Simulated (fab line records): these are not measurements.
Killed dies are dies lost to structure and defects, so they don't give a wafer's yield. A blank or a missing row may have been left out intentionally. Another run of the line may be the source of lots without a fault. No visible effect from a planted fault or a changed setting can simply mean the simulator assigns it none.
Split-lot experiment / flow n5_finfet / 7 lots, 21 wafers read, on a route of 1938 steps

== ABOUT THE SPLIT ==
At N5_BEOL_M0_CUTY_COAT_51 (resist thk 150 nm), the setting spin_rpm was moved away from the recipe's 1500 rpm on 5 of the 21 wafers read, by -3.5% to +10.2%. This setting was run at the recipe's value on the other wafers.

== FROM THE SPLIT TO THE READING: what the file shows between them, 4 steps ==
- N5_BEOL_M0_CUTY_EBR_52
- N5_BEOL_M0_CUTY_SOFTBAKE_53: time 60 s
- N5_BEOL_M0_CUTY_EXPOSE_54: exposes mask M0 ABLK
- N5_BEOL_M0_CUTY_PEB_55: peb time 60 s

== THE READING ==
CAR-ArF-block_of_BEOL_M0_CUTY_COAT_51.thk_nm (the simulator's own value, which no gauge read), in nm, at N5_BEOL_M0_CUTY_DEVELOP_56 (develop time 30 s). No usual value for it is given in the file. Across the 16 wafers here that went through the recipe, the average is 147.9 nm and the standard deviation 0.4 nm.

wafer=L075.1; tool, chamber at the split=litho_track-01, 0; spin_rpm as run, rpm=1500; against the recipe=recipe; CAR-ArF-block_of_BEOL_M0_CUTY_COAT_51.thk_nm, nm=147.4; against lot-mates on the recipe=-
wafer=L075.3; tool, chamber at the split=litho_track-01, 0; spin_rpm as run, rpm=1500; against the recipe=recipe; CAR-ArF-block_of_BEOL_M0_CUTY_COAT_51.thk_nm, nm=147; against lot-mates on the recipe=-
wafer=L075.6; tool, chamber at the split=litho_track-01, 0; spin_rpm as run, rpm=1500; against the recipe=recipe; CAR-ArF-block_of_BEOL_M0_CUTY_COAT_51.thk_nm, nm=148; against lot-mates on the recipe=-
wafer=L080.2; tool, chamber at the split=litho_track-03, 0; spin_rpm as run, rpm=1500; against the recipe=recipe; CAR-ArF-block_of_BEOL_M0_CUTY_COAT_51.thk_nm, nm=147.8; against lot-mates on the recipe=-
wafer=L080.4; tool, chamber at the split=litho_track-03, 0; spin_rpm as run, rpm=1500; against the recipe=recipe; CAR-ArF-block_of_BEOL_M0_CUTY_COAT_51.thk_nm, nm=148.2; against lot-mates on the recipe=-
wafer=L080.6; tool, chamber at the split=litho_track-03, 0; spin_rpm as run, rpm=1448; against the recipe=-3.5%; CAR-ArF-block_of_BEOL_M0_CUTY_COAT_51.thk_nm, nm=150.8; against lot-mates on the recipe=+2.8
wafer=L082.2; tool, chamber at the split=litho_track-03, 0; spin_rpm as run, rpm=1500; against the recipe=recipe; CAR-ArF-block_of_BEOL_M0_CUTY_COAT_51.thk_nm, nm=148.4; against lot-mates on the recipe=-
wafer=L082.4; tool, chamber at the split=litho_track-03, 0; spin_rpm as run, rpm=1500; against the recipe=recipe; CAR-ArF-block_of_BEOL_M0_CUTY_COAT_51.thk_nm, nm=148; against lot-mates on the recipe=-
wafer=L082.6; tool, chamber at the split=litho_track-03, 0; spin_rpm as run, rpm=1500; against the recipe=recipe; CAR-ArF-block_of_BEOL_M0_CUTY_COAT_51.thk_nm, nm=148; against lot-mates on the recipe=-
wafer=L091.3; tool, chamber at the split=litho_track-01, 0; spin_rpm as run, rpm=1500; against the recipe=recipe; CAR-ArF-block_of_BEOL_M0_CUTY_COAT_51.thk_nm, nm=148.2; against lot-mates on the recipe=-
wafer=L091.4; tool, chamber at the split=litho_track-01, 0; spin_rpm as run, rpm=1455; against the recipe=-3.0%; CAR-ArF-block_of_BEOL_M0_CUTY_COAT_51.thk_nm, nm=150.2; against lot-mates on the recipe=+2.0
wafer=L091.5; tool, chamber at the split=litho_track-01, 0; spin_rpm as run, rpm=1455; against the recipe=-3.0%; CAR-ArF-block_of_BEOL_M0_CUTY_COAT_51.thk_nm, nm=150; against lot-mates on the recipe=+1.8
wafer=L094.2; tool, chamber at the split=litho_track-01, 0; spin_rpm as run, rpm=1500; against the recipe=recipe; CAR-ArF-block_of_BEOL_M0_CUTY_COAT_51.thk_nm, nm=148; against lot-mates on the recipe=-
wafer=L094.4; tool, chamber at the split=litho_track-01, 0; spin_rpm as run, rpm=1500; against the recipe=recipe; CAR-ArF-block_of_BEOL_M0_CUTY_COAT_51.thk_nm, nm=148; against lot-mates on the recipe=-
wafer=L094.3; tool, chamber at the split=litho_track-01, 0; spin_rpm as run, rpm=1500; against the recipe=recipe; CAR-ArF-block_of_BEOL_M0_CUTY_COAT_51.thk_nm, nm=147.8; against lot-mates on the recipe=-
wafer=L097.1; tool, chamber at the split=litho_track-03, 0; spin_rpm as run, rpm=1500; against the recipe=recipe; CAR-ArF-block_of_BEOL_M0_CUTY_COAT_51.thk_nm, nm=148.8; against lot-mates on the recipe=-
wafer=L097.3; tool, chamber at the split=litho_track-03, 0; spin_rpm as run, rpm=1653; against the recipe=+10.2%; CAR-ArF-block_of_BEOL_M0_CUTY_COAT_51.thk_nm, nm=141.6; against lot-mates on the recipe=-7.2
wafer=L097.6; tool, chamber at the split=litho_track-03, 0; spin_rpm as run, rpm=1653; against the recipe=+10.2%; CAR-ArF-block_of_BEOL_M0_CUTY_COAT_51.thk_nm, nm=141.2; against lot-mates on the recipe=-7.6
wafer=L096.1; tool, chamber at the split=litho_track-01, 0; spin_rpm as run, rpm=1500; against the recipe=recipe; CAR-ArF-block_of_BEOL_M0_CUTY_COAT_51.thk_nm, nm=147.8; against lot-mates on the recipe=-
wafer=L096.2; tool, chamber at the split=litho_track-01, 0; spin_rpm as run, rpm=1500; against the recipe=recipe; CAR-ArF-block_of_BEOL_M0_CUTY_COAT_51.thk_nm, nm=147.6; against lot-mates on the recipe=-
wafer=L096.3; tool, chamber at the split=litho_track-01, 0; spin_rpm as run, rpm=1500; against the recipe=recipe; CAR-ArF-block_of_BEOL_M0_CUTY_COAT_51.thk_nm, nm=148.2; against lot-mates on the recipe=-

FIT RESULTS
A straight line over all 21 wafers: CAR-ArF-block_of_BEOL_M0_CUTY_COAT_51.thk_nm changes by -0.66 nm for each +1% of spin_rpm; r = -0.99; the points scatter about the line by 0.4 nm.
The same after taking each lot's own level away (the mean of its wafers on the recipe; 21 wafers): -0.722 nm for each +1%; r = -0.99; scatter 0.25 nm.
Per that fit: largest spin_rpm move, reading shift of 7.4 nm.
From 147.47 to 148.80 nm: that is the span of the lots' own levels, equal to 3.4 times the standard deviation above.
The two slopes are in agreement: the lot-to-lot level therefore moves the slope only a little.
Check: for one of the wafers moved furthest among these (+10.2%), held out of the fit, the line's prediction against its lot-mates is -7.53 nm. It came out at -7.2 nm against them.

== ADDITIONAL SPLITS CARRIED BY THESE WAFERS ==
Other splits were also applied to these wafers ahead of the reading. Each is held against what the fit with the lots' levels taken away leaves over:
other split on the same wafers=N5_BEOL_M0_SAQP_COAT_81 spin_rpm; wafers away from the commonest value=5; r with CAR-ArF-block_of_BEOL_M0_CUTY_COAT_51.thk_nm (lot level and that fit taken away)=-0.11

== THE WHOLE CHAIN: every reading that the file lists as answering this split, in the file's order ==
step=N5_BEOL_M0_CUTY_COAT_51; what it does=resist thk 150 nm; reading=CAR-ArF-block_of_BEOL_M0_CUTY_COAT_51.thk_nm (the simulator's own value, which no gauge read); change (the file's fit)=-0.743 nm for each +1% of the setting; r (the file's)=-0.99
step=N5_BEOL_M0_CUTY_DEVELOP_56; what it does=develop time 30 s; reading=CAR-ArF-block_of_BEOL_M0_CUTY_COAT_51.thk_nm (the simulator's own value, which no gauge read); change (the file's fit)=-0.727 nm for each +1% of the setting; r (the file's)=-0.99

== FILE'S OWN FIT ==
CAR-ArF-block_of_BEOL_M0_CUTY_COAT_51.thk_nm changes by -0.727 nm for each +1% of spin_rpm, r = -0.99.
